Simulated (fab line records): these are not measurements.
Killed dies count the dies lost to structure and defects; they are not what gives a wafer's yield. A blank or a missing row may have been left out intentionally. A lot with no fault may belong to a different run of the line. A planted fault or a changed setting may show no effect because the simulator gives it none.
Which of the tools did it? | flow n5-finfet | route of 1938 steps, sampled at 1 step: 12 lots, 36 wafers

WHAT EACH GAUGE READ, for each wafer
N5_SDB_THK_MEAS_31.
lot  | measured    | on            | SDB_THK (nm)
L075 | day 4 10:56 | film-metro-02 | 64.6 66.2 66.5
L078 | day 4 22:00 | film-metro-01 | 66.0 65.1 66.3
L079 | day 5 06:53 | film-metro-02 | 64.8 64.8 66.3
L081 | day 5 19:35 | film-metro-02 | 63.4 65.0 63.9
L083 | day 6 10:10 | film-metro-01 | 66.5 63.2 66.7
L085 | day 7 03:27 | film-metro-01 | 65.5 64.7 66.2
L087 | day 7 10:10 | film-metro-02 | 63.7 63.0 62.9
L089 | day 7 20:56 | film-metro-02 | 65.1 63.9 65.0
L092 | day 8 08:26 | film-metro-02 | 64.2 63.4 63.0
L093 | day 8 20:31 | film-metro-02 | 66.0 65.7 64.1
L095 | day 9 03:44 | film-metro-01 | 63.3 63.9 64.8
L097 | day 9 19:29 | film-metro-02 | 62.8 63.0 64.1

EACH LOT AND THE TOOL THAT RAN IT (in order: tool; ch and the chambers of the sampled wafers; start)
Record: no process step prior to these readings.

THE ANSWER, worked out from the rows above alone
Rule: the usual values come from the lots themselves. Put in order of their means at a reading, lots are off if they are a third of the lots or fewer, leave a main group of 4 or more, and stand apart from it by a gap of 3 or more times the standard deviation of the main group's means; of several such gaps the widest counts. A main group whose means are all the same, to the digits that the tables above print for the reading, isn't used. A lot without any number at a reading at which 4 lots or more have one is off too. Where the step has rows for the other lots, those lots are counted as sound.
No lot is off at any reading shown: from this, nothing can be told.

WHAT WAS PUT IN BY THE SIMULATOR
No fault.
